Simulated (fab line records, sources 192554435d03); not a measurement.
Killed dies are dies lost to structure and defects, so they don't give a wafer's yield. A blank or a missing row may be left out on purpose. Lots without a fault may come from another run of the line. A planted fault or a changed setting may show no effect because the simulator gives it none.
Which tool did it? | flow n5_finfet | 14 lots, 38 wafers sampled, at 3 steps of a route of 1938

WHAT THE GAUGES READ, wafer by wafer
N5_BEOL_M7_CD_MEAS_35: target cd 40 nm. Usual: cd_nm 40.0 nm, standard deviation 0.86.
lot  | measured     | on        | cd_nm (nm)     | flag
L616 | day 9 09:47  | cd_sem-03 | 40.4 40.2 40.2 |
L618 | day 9 15:49  | cd_sem-02 | 39.0 39.4 41.2 |
L615 | day 10 01:39 | cd_sem-02 | 39.6 40.3 40.8 |
L624 | day 11 07:59 | cd_sem-03 | 38.7 38.2 39.6 |
L625 | day 11 19:02 | cd_sem-01 | 40.1 38.9 39.2 |
L626 | day 12 03:17 | cd_sem-02 | 41.2 41.5 41.3 |
L628 | day 12 14:53 | cd_sem-02 | 40.1 40.1      |
L629 | day 12 21:28 | cd_sem-03 | 39.1 39.1 38.7 |
L630 | day 13 00:31 | cd_sem-02 | 40.0 39.9      |
L632 | day 13 02:00 | cd_sem-03 | 38.7 39.7 39.2 |
L631 | day 13 13:38 | cd_sem-03 | 38.9 39.5      |
L636 | day 14 09:49 | cd_sem-01 | 38.5 40.2 40.0 |
L638 | day 14 16:11 | cd_sem-02 | 38.8 40.2      |
L637 | day 14 16:43 | cd_sem-02 | 39.7 39.7 39.7 |

N5_BEOL_M8_THK_MEAS_01. Usual: M8_ILD_THK 154.6 nm, standard deviation 2.2.
lot  | measured     | on            | M8_ILD_THK (nm)   | flag
L616 | day 9 13:08  | film_metro-01 | 152.4 158.9 153.1 |
L618 | day 9 19:22  | film_metro-02 | 153.6 153.1 155.7 |
L615 | day 10 05:42 | film_metro-01 | 153.6 155.9 151.0 |
L624 | day 11 11:35 | film_metro-01 | 154.8 153.7 155.4 |
L625 | day 11 22:40 | film_metro-02 | 151.9 150.2 154.2 |
L626 | day 12 06:41 | film_metro-02 | 152.7 154.9 152.3 |
L628 | day 12 17:34 | film_metro-01 | 153.5 153.6       |
L629 | day 13 00:17 | film_metro-02 | 151.4 152.6 154.5 |
L630 | day 13 03:29 | film_metro-01 | 154.7 155.8       |
L632 | day 13 06:40 | film_metro-02 | 150.2 153.8 156.3 |
L631 | day 13 17:26 | film_metro-02 | 156.9 157.8       |
L636 | day 14 13:09 | film_metro-01 | 153.6 157.7 154.0 |
L638 | day 14 19:11 | film_metro-02 | 154.1 155.7       |
L637 | day 14 20:26 | film_metro-02 | 152.0 155.2 156.7 |

WHICH TOOL RAN EACH LOT (tool, then ch and the chambers of the sampled wafers, then the start)
lot  | N5_BEOL_M8_ILD_DEP_00
L616 | pecvd-04 ch 0,1,2, day 9 12:05
L618 | pecvd-03 ch 1,2, day 9 18:48
L615 | pecvd-04 ch 0,1,2, day 10 05:07
L624 | pecvd-04 ch 0,1,2, day 11 11:01
L625 | pecvd-04 ch 1,2, day 11 22:05
L626 | pecvd-03 ch 1,2, day 12 06:07
L628 | pecvd-04 ch 2, day 12 17:00
L629 | pecvd-01 ch 0,1,2, day 12 23:44
L630 | pecvd-04 ch 0,1, day 13 02:53
L632 | pecvd-04 ch 0,2, day 13 06:04
L631 | pecvd-01 ch 1, day 13 16:51
L636 | pecvd-01 ch 0,1, day 14 12:34
L638 | pecvd-03 ch 0,2, day 14 18:32
L637 | pecvd-03 ch 0,1, day 14 19:52
- N5_BEOL_M8_ILD_DEP_00: deposits SiCOH lowk from DEMS/porogen, target thk 179.75 nm, time 33.4 s.

WHAT THE TOOLS THEMSELVES READ (means of the sampled wafers that have a number; where no wafer has one, the mark that the record gives instead)
N5_BEOL_M8_ILD_DEP_00. Usual: heater_power_w 324 W, standard deviation 74; showerhead_plenum_p_Torr 5.735 Torr, standard deviation 0.017; throttle_valve_pct 14.1 %, standard deviation 0.81.
lot  | tool     | heater_power_w (W) | showerhead_plenum_p_Torr (Torr) | throttle_valve_pct (%) | flag
L616 | pecvd-04 | 339                | 5.720                           | 14.4                   |
L618 | pecvd-03 | 351                | 5.743                           | 13.6                   |
L615 | pecvd-04 | 351                | 5.722                           | 14.5                   |
L624 | pecvd-04 | 358                | 5.730                           | 14.5                   |
L625 | pecvd-04 | 295                | 5.731                           | 15.0                   |
L626 | pecvd-03 | 311                | 5.744                           | 13.0                   |
L628 | pecvd-04 | 340                | 5.730                           | 15.3                   |
L629 | pecvd-01 | 282                | 5.746                           | 13.5                   |
L630 | pecvd-04 | 332                | 5.710                           | 14.2                   |
L632 | pecvd-04 | 363                | 5.735                           | 14.9                   |
L631 | pecvd-01 | 288                | 5.739                           | 13.6                   |
L636 | pecvd-01 | 303                | 5.731                           | 13.6                   |
L638 | pecvd-03 | 300                | 5.745                           | 13.4                   |
L637 | pecvd-03 | 280                | 5.747                           | 14.2                   |

THE ANSWER, worked out from the rows above alone
Rule: a lot is off if the mean of its wafers that have a number lies more than 3 standard deviations from the usual mean. A lot without any number at a reading at which 4 lots or more have one is off too. The other lots that the step has rows for count as sound. The gauges are gone through in route order, then the tools' own readings, and for those a lot's mean is taken as printed above. The first step at which some lot is off is used, and at that step the reading that is off furthest; a lot without a number counts as furthest.
No lot is off at any reading shown: from this, nothing can be told.

WHAT THE SIMULATOR HAD PUT IN
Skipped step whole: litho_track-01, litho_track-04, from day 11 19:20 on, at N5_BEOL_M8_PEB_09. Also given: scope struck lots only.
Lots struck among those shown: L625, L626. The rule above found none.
